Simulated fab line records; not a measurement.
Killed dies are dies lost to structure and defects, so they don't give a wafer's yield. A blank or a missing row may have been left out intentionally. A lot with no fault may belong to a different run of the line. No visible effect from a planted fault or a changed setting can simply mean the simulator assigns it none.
Which tool did it? :: flow n5Finfet :: 9 lots with 27 wafers sampled at 5 steps, on a route of 1938 steps

== WHAT THE GAUGES SHOWED, per wafer ==
N5_PMOS_HMC_CHANNEL_EPI_CD_MEAS_09 targets a cd of 237.4 nm. Usual: cdNm at 236.8 nm, with a standard deviation of 0.82.
lot: L290
measured: day 1 17:19
on: cdSem-03
cdNm (nm): 235.2 236.4 236.5
flag: 

lot: L292
measured: day 2 05:37
on: cdSem-01
cdNm (nm): 237.9 236.2 236.8
flag: 

lot: L297
measured: day 3 11:43
on: cdSem-02
cdNm (nm): 236.1 235.5 236.1
flag: 

lot: L300
measured: day 4 05:17
on: cdSem-02
cdNm (nm): 236.0 236.6 236.9
flag: 

lot: L301
measured: day 4 11:46
on: cdSem-02
cdNm (nm): 237.3 237.1 236.0
flag: 

lot: L302
measured: day 4 17:44
on: cdSem-02
cdNm (nm): 238.0 236.5 236.5
flag: 

lot: L307
measured: day 5 23:45
on: cdSem-01
cdNm (nm): 236.8 236.0 237.5
flag: 

lot: L310
measured: day 6 17:49
on: cdSem-02
cdNm (nm): 236.4 236.2 235.9
flag: 

lot: L313
measured: day 7 10:50
on: cdSem-03
cdNm (nm): 238.0 236.8 237.6
flag: 

N5_BEOL_M4_RC_MEAS_101. Usual: DIBL_N 35.9 mV/V, standard deviation 1.4; DIBL_P 35.9 mV/V, standard deviation 1.7; IOFF_N 0.160 nA/um, standard deviation 0.026; IOFF_P 0.21 nA/um, standard deviation 0.036; ION_N 672 uA/um, standard deviation 11; ION_P 461 uA/um, standard deviation 8.1; SS_N 71.4 mV/dec, standard deviation 0.54; SS_P 73.2 mV/dec, standard deviation 0.67; VT_N 249.3 mV, standard deviation 2.7; VT_P -250 mV, standard deviation 3.9.
lot: L290
measured: day 7 17:38
on: prober-01
DIBL_N (mV/V): 35.5 34.1 34.8
DIBL_P (mV/V): 35.6 33.7 34.4
IOFF_N (nA/um): 0.172 0.148 0.159
IOFF_P (nA/um): 0.26 0.23 0.24
ION_N (uA/um): 685 678 681
ION_P (uA/um): 473 478 474
SS_N (mV/dec): 71.3 71.3 71.0
SS_P (mV/dec): 73.5 73.0 72.9
VT_N (mV): 250.0 248.9 248.9
VT_P (mV): -243 -246 -244
flag: 

lot: L292
measured: day 9 00:26
on: prober-01
DIBL_N (mV/V): 34.8 36.4 32.5
DIBL_P (mV/V): 34.6 37.3 32.9
IOFF_N (nA/um): 0.127 0.172 0.114
IOFF_P (nA/um): 0.20 0.26 0.19
ION_N (uA/um): 660 683 669
ION_P (uA/um): 460 474 470
SS_N (mV/dec): 71.4 71.5 70.7
SS_P (mV/dec): 71.7 73.3 72.3
VT_N (mV): 253.8 250.2 250.5
VT_P (mV): -248 -246 -247
flag: 

lot: L297
measured: day 9 16:41
on: prober-01
DIBL_N (mV/V): 36.4 36.4 35.4
DIBL_P (mV/V): 34.8 35.9 34.2
IOFF_N (nA/um): 0.153 0.160 0.147
IOFF_P (nA/um): 0.20 0.23 0.20
ION_N (uA/um): 671 677 670
ION_P (uA/um): 464 474 465
SS_N (mV/dec): 71.4 71.3 70.6
SS_P (mV/dec): 73.4 73.2 72.6
VT_N (mV): 250.6 248.7 249.6
VT_P (mV): -250 -247 -246
flag: 

lot: L300
measured: day 10 14:10
on: prober-02
DIBL_N (mV/V): 35.7 34.4 33.6
DIBL_P (mV/V): 35.9 34.8 33.0
IOFF_N (nA/um): 0.157 0.137 0.122
IOFF_P (nA/um): 0.21 0.20 0.17
ION_N (uA/um): 667 666 648
ION_P (uA/um): 456 463 452
SS_N (mV/dec): 71.3 70.3 71.2
SS_P (mV/dec): 73.0 73.0 71.8
VT_N (mV): 250.1 248.8 253.3
VT_P (mV): -247 -248 -251
flag: 

lot: L301
measured: day 10 16:13
on: prober-01
DIBL_N (mV/V): 35.7 32.5 36.7
DIBL_P (mV/V): 36.3 31.9 37.0
IOFF_N (nA/um): 0.153 0.104 0.161
IOFF_P (nA/um): 0.19 0.14 0.20
ION_N (uA/um): 676 658 663
ION_P (uA/um): 455 448 452
SS_N (mV/dec): 70.7 70.6 71.4
SS_P (mV/dec): 74.0 72.7 74.8
VT_N (mV): 248.6 258.3 250.6
VT_P (mV): -255 -257 -255
flag: 

lot: L302
measured: day 11 10:02
on: prober-02
DIBL_N (mV/V): 38.3 35.8 36.1
DIBL_P (mV/V): 39.4 36.3 36.8
IOFF_N (nA/um): 0.204 0.158 0.169
IOFF_P (nA/um): 0.25 0.20 0.21
ION_N (uA/um): 676 686 687
ION_P (uA/um): 464 466 463
SS_N (mV/dec): 72.0 71.6 71.7
SS_P (mV/dec): 73.9 72.9 72.5
VT_N (mV): 243.8 248.7 245.5
VT_P (mV): -250 -250 -251
flag: 

lot: L307
measured: day 11 21:24
on: prober-02
DIBL_N (mV/V): 37.7 38.6 36.4
DIBL_P (mV/V): 38.0 38.5 36.7
IOFF_N (nA/um): 0.194 0.223 0.178
IOFF_P (nA/um): 0.29 0.30 0.26
ION_N (uA/um): 690 675 681
ION_P (uA/um): 478 467 474
SS_N (mV/dec): 71.5 71.7 71.2
SS_P (mV/dec): 73.4 74.1 72.9
VT_N (mV): 245.4 243.9 244.9
VT_P (mV): -244 -244 -244
flag: 

lot: L310
measured: day 13 21:21
on: prober-02
DIBL_N (mV/V): 36.1 37.1 37.0
DIBL_P (mV/V): 34.4 36.0 36.6
IOFF_N (nA/um): 0.142 0.142 0.158
IOFF_P (nA/um): 0.15 0.17 0.18
ION_N (uA/um): 664 643 674
ION_P (uA/um): 450 441 450
SS_N (mV/dec): 70.9 71.9 71.8
SS_P (mV/dec): 72.8 73.1 73.2
VT_N (mV): 249.5 253.3 248.2
VT_P (mV): -258 -254 -255
flag: 

lot: L313
measured: day 14 04:16
on: prober-02
DIBL_N (mV/V): 36.1 35.0 38.2
DIBL_P (mV/V): 36.2 35.4 39.4
IOFF_N (nA/um): 0.149 0.136 0.190
IOFF_P (nA/um): 0.18 0.17 0.24
ION_N (uA/um): 665 678 675
ION_P (uA/um): 456 459 462
SS_N (mV/dec): 71.0 70.9 71.5
SS_P (mV/dec): 72.9 73.7 74.2
VT_N (mV): 252.6 253.1 249.5
VT_P (mV): -253 -255 -248
flag: 

== WHICH TOOL RAN EACH LOT (tool, then ch and the chambers of the sampled wafers, then the start) ==
lot: L290
N5_PMOS_HMC_CHANNEL_EPI_COAT_31: lithoTrack-02 ch 0, day 1 16:58
N5_PMOS_HMC_CHANNEL_EPI_HM_OPEN_15: rieDiel-04 ch 1,3, day 1 17:29
N5_PMOS_HMC_CHANNEL_EPI_ETCH_38: rieSi-02 ch 1,3, day 1 17:51

lot: L292
N5_PMOS_HMC_CHANNEL_EPI_COAT_31: lithoTrack-01 ch 0, day 2 05:16
N5_PMOS_HMC_CHANNEL_EPI_HM_OPEN_15: rieDiel-04 ch 0,3, day 2 05:47
N5_PMOS_HMC_CHANNEL_EPI_ETCH_38: rieSi-03 ch 0,1,2, day 2 06:08

lot: L297
N5_PMOS_HMC_CHANNEL_EPI_COAT_31: lithoTrack-02 ch 0, day 3 11:22
N5_PMOS_HMC_CHANNEL_EPI_HM_OPEN_15: rieDiel-04 ch 2,3, day 3 11:53
N5_PMOS_HMC_CHANNEL_EPI_ETCH_38: rieSi-05 ch 0,2,3, day 3 12:16

lot: L300
N5_PMOS_HMC_CHANNEL_EPI_COAT_31: lithoTrack-03 ch 0, day 4 05:04
N5_PMOS_HMC_CHANNEL_EPI_HM_OPEN_15: rieDiel-02 ch 0,1,2, day 4 05:28
N5_PMOS_HMC_CHANNEL_EPI_ETCH_38: rieSi-05 ch 0,2,3, day 4 05:49

lot: L301
N5_PMOS_HMC_CHANNEL_EPI_COAT_31: lithoTrack-02 ch 0, day 4 11:25
N5_PMOS_HMC_CHANNEL_EPI_HM_OPEN_15: rieDiel-04 ch 0,1, day 4 11:55
N5_PMOS_HMC_CHANNEL_EPI_ETCH_38: rieSi-03 ch 1,2, day 4 12:17

lot: L302
N5_PMOS_HMC_CHANNEL_EPI_COAT_31: lithoTrack-03 ch 0, day 4 17:23
N5_PMOS_HMC_CHANNEL_EPI_HM_OPEN_15: rieDiel-03 ch 0,2, day 4 17:54
N5_PMOS_HMC_CHANNEL_EPI_ETCH_38: rieSi-02 ch 0,2,3, day 4 18:15

lot: L307
N5_PMOS_HMC_CHANNEL_EPI_COAT_31: lithoTrack-02 ch 0, day 5 23:24
N5_PMOS_HMC_CHANNEL_EPI_HM_OPEN_15: rieDiel-03 ch 1,2, day 5 23:55
N5_PMOS_HMC_CHANNEL_EPI_ETCH_38: rieSi-05 ch 2,3, day 6 00:16

lot: L310
N5_PMOS_HMC_CHANNEL_EPI_COAT_31: lithoTrack-02 ch 0, day 6 17:34
N5_PMOS_HMC_CHANNEL_EPI_HM_OPEN_15: rieDiel-02 ch 1,2,3, day 6 17:59
N5_PMOS_HMC_CHANNEL_EPI_ETCH_38: rieSi-03 ch 1,3, day 6 18:20

lot: L313
N5_PMOS_HMC_CHANNEL_EPI_COAT_31: lithoTrack-01 ch 0, day 7 10:37
N5_PMOS_HMC_CHANNEL_EPI_HM_OPEN_15: rieDiel-03 ch 1,2,3, day 7 11:01
N5_PMOS_HMC_CHANNEL_EPI_ETCH_38: rieSi-05 ch 0,1,3, day 7 11:22
- N5_PMOS_HMC_CHANNEL_EPI_COAT_31: time 60 s, resist thk 66 nm.
- N5_PMOS_HMC_CHANNEL_EPI_HM_OPEN_15: chemistry CHF3/O2, target SiO2, target depth 40.6 nm, time 20.3 s.
- N5_PMOS_HMC_CHANNEL_EPI_ETCH_38: etches SiO2 in CF4, target depth 1.5 nm.

== WHAT THE TOOLS THEMSELVES READ (means of the sampled wafers that have a number; where no wafer has one, the mark that the record gives instead) ==
N5_PMOS_HMC_CHANNEL_EPI_COAT_31. Usual: resistLineTempC 23.02 C, standard deviation 0.11; spinSpeedRpm 1500.1 rpm, standard deviation 0.92.
lot: L290
tool: lithoTrack-02
resistLineTempC (C): 23.09
spinSpeedRpm (rpm): 1500.4
flag: 

lot: L292
tool: lithoTrack-01
resistLineTempC (C): 23.08
spinSpeedRpm (rpm): 1500.4
flag: 

lot: L297
tool: lithoTrack-02
resistLineTempC (C): 23.05
spinSpeedRpm (rpm): 1500.0
flag: 

lot: L300
tool: lithoTrack-03
resistLineTempC (C): 22.88
spinSpeedRpm (rpm): 1499.3
flag: 

lot: L301
tool: lithoTrack-02
resistLineTempC (C): 23.15
spinSpeedRpm (rpm): 1500.0
flag: 

lot: L302
tool: lithoTrack-03
resistLineTempC (C): 22.98
spinSpeedRpm (rpm): 1500.1
flag: 

lot: L307
tool: lithoTrack-02
resistLineTempC (C): 23.11
spinSpeedRpm (rpm): 1534.7
flag: OFF

lot: L310
tool: lithoTrack-02
resistLineTempC (C): 22.88
spinSpeedRpm (rpm): 1533.1
flag: OFF

lot: L313
tool: lithoTrack-01
resistLineTempC (C): 23.03
spinSpeedRpm (rpm): 1499.6
flag: 

N5_PMOS_HMC_CHANNEL_EPI_HM_OPEN_15. Usual: O2_flow_sccm 5.001 sccm, standard deviation 0.014; drypumpMotorCurrentA 5.8 A, standard deviation 0.49; mfcArSccm 200.1 sccm, standard deviation 0.6; oes_ar_750_au 0.79 a.u., standard deviation 0.08; oes_f_703_au 0.79 a.u., standard deviation 0.08; oesProductAu 0.79 a.u., standard deviation 0.081; rfVppV 524 V, standard deviation 11; showerheadPlenumPTorr 2.44 Torr, standard deviation 0.074; throttleValvePct 18.88 %, standard deviation 0.3.
lot: L290
tool: rieDiel-04
O2_flow_sccm (sccm): 5.001
drypumpMotorCurrentA (A): 6.1
mfcArSccm (sccm): 200.5
oes_ar_750_au (a.u.): 0.76
oes_f_703_au (a.u.): 0.76
oesProductAu (a.u.): 0.76
rfVppV (V): 533
showerheadPlenumPTorr (Torr): 2.50
throttleValvePct (%): 18.53
flag: 

lot: L292
tool: rieDiel-04
O2_flow_sccm (sccm): 4.998
drypumpMotorCurrentA (A): 5.6
mfcArSccm (sccm): 200.2
oes_ar_750_au (a.u.): 0.75
oes_f_703_au (a.u.): 0.75
oesProductAu (a.u.): 0.75
rfVppV (V): 526
showerheadPlenumPTorr (Torr): 2.44
throttleValvePct (%): 19.01
flag: 

lot: L297
tool: rieDiel-04
O2_flow_sccm (sccm): 5.001
drypumpMotorCurrentA (A): 5.7
mfcArSccm (sccm): 200.4
oes_ar_750_au (a.u.): 0.75
oes_f_703_au (a.u.): 0.76
oesProductAu (a.u.): 0.76
rfVppV (V): 533
showerheadPlenumPTorr (Torr): 2.51
throttleValvePct (%): 18.99
flag: 

lot: L300
tool: rieDiel-02
O2_flow_sccm (sccm): 5.009
drypumpMotorCurrentA (A): 5.7
mfcArSccm (sccm): 200.4
oes_ar_750_au (a.u.): 0.77
oes_f_703_au (a.u.): 0.76
oesProductAu (a.u.): 0.78
rfVppV (V): 529
showerheadPlenumPTorr (Torr): 2.44
throttleValvePct (%): 18.82
flag: 

lot: L301
tool: rieDiel-04
O2_flow_sccm (sccm): 5.000
drypumpMotorCurrentA (A): 5.8
mfcArSccm (sccm): 200.4
oes_ar_750_au (a.u.): 0.75
oes_f_703_au (a.u.): 0.74
oesProductAu (a.u.): 0.75
rfVppV (V): 532
showerheadPlenumPTorr (Torr): 2.45
throttleValvePct (%): 19.03
flag: 

lot: L302
tool: rieDiel-03
O2_flow_sccm (sccm): 5.001
drypumpMotorCurrentA (A): 5.3
mfcArSccm (sccm): 200.4
oes_ar_750_au (a.u.): 0.81
oes_f_703_au (a.u.): 0.80
oesProductAu (a.u.): 0.80
rfVppV (V): 519
showerheadPlenumPTorr (Torr): 2.43
throttleValvePct (%): 18.96
flag: 

lot: L307
tool: rieDiel-03
O2_flow_sccm (sccm): 5.004
drypumpMotorCurrentA (A): 5.7
mfcArSccm (sccm): 200.0
oes_ar_750_au (a.u.): 0.78
oes_f_703_au (a.u.): 0.78
oesProductAu (a.u.): 0.77
rfVppV (V): 508
showerheadPlenumPTorr (Torr): 2.35
throttleValvePct (%): 19.02
flag: 

lot: L310
tool: rieDiel-02
O2_flow_sccm (sccm): 4.997
drypumpMotorCurrentA (A): 6.2
mfcArSccm (sccm): 200.2
oes_ar_750_au (a.u.): 0.91
oes_f_703_au (a.u.): 0.90
oesProductAu (a.u.): 0.91
rfVppV (V): 530
showerheadPlenumPTorr (Torr): 2.49
throttleValvePct (%): 18.55
flag: 

lot: L313
tool: rieDiel-03
O2_flow_sccm (sccm): 5.001
drypumpMotorCurrentA (A): 5.5
mfcArSccm (sccm): 200.1
oes_ar_750_au (a.u.): 0.83
oes_f_703_au (a.u.): 0.83
oesProductAu (a.u.): 0.81
rfVppV (V): 509
showerheadPlenumPTorr (Torr): 2.43
throttleValvePct (%): 18.89
flag: 

N5_PMOS_HMC_CHANNEL_EPI_ETCH_38. Usual: drypumpMotorCurrentA 5.9 A, standard deviation 0.45; oesProductAu 0.991 a.u., standard deviation 0.019; throttleValvePct 21.86 %, standard deviation 0.25.
lot: L290
tool: rieSi-02
drypumpMotorCurrentA (A): 6.4
oesProductAu (a.u.): 0.981
throttleValvePct (%): 21.79
flag: 

lot: L292
tool: rieSi-03
drypumpMotorCurrentA (A): 5.4
oesProductAu (a.u.): 1.002
throttleValvePct (%): 22.15
flag: 

lot: L297
tool: rieSi-05
drypumpMotorCurrentA (A): 6.0
oesProductAu (a.u.): 0.987
throttleValvePct (%): 21.83
flag: 

lot: L300
tool: rieSi-05
drypumpMotorCurrentA (A): 6.0
oesProductAu (a.u.): 0.990
throttleValvePct (%): 21.83
flag: 

lot: L301
tool: rieSi-03
drypumpMotorCurrentA (A): 5.0
oesProductAu (a.u.): 1.007
throttleValvePct (%): 22.24
flag: 

lot: L302
tool: rieSi-02
drypumpMotorCurrentA (A): 6.3
oesProductAu (a.u.): 1.009
throttleValvePct (%): 21.75
flag: 

lot: L307
tool: rieSi-05
drypumpMotorCurrentA (A): 6.1
oesProductAu (a.u.): 0.984
throttleValvePct (%): 21.74
flag: 

lot: L310
tool: rieSi-03
drypumpMotorCurrentA (A): 5.3
oesProductAu (a.u.): 0.990
throttleValvePct (%): 22.12
flag: 

lot: L313
tool: rieSi-05
drypumpMotorCurrentA (A): 5.9
oesProductAu (a.u.): 0.986
throttleValvePct (%): 21.63
flag: 

== THE ANSWER, worked out from the rows above alone ==
Rule: lot off if the mean of its wafers having a number is beyond 3 standard deviations from the usual mean. Also off: a lot with no number at a reading for which 4 or more lots have one. Where the step has rows for the other lots, those lots are counted as sound. The gauges are gone through in route order, then the tools' own readings, and for those a lot's mean is taken as printed above. The first step at which some lot is off is used, and at that step the reading that is off furthest; a lot without a number counts as furthest.
Off at N5_PMOS_HMC_CHANNEL_EPI_COAT_31 (spinSpeedRpm): L307, L310.
A tool fits if, at that step or a process step before it, it ran every lot that is off, and no sound lot after the first of them. One fits: lithoTrack-02 at N5_PMOS_HMC_CHANNEL_EPI_COAT_31. Its last sound lot is L301 (day 4 11:25), its first lot that is off L307 (day 5 23:24): a fault that began between those two fits.
The tool's own readings at N5_PMOS_HMC_CHANNEL_EPI_COAT_31 bear it out: on the lots that are off they differ by more than 5 times the standard deviation of the sound lots' means. spinSpeedRpm reads 1533.9 rpm there against 1500.0 rpm on the sound lots.

== WHAT THE SIMULATOR HAD PUT IN ==
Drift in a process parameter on lithoTrack-02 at N5_PMOS_HMC_CHANNEL_EPI_COAT_31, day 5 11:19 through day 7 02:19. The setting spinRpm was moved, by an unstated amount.
Struck lots among those shown: L307, L310. The rule above reached the same finding.
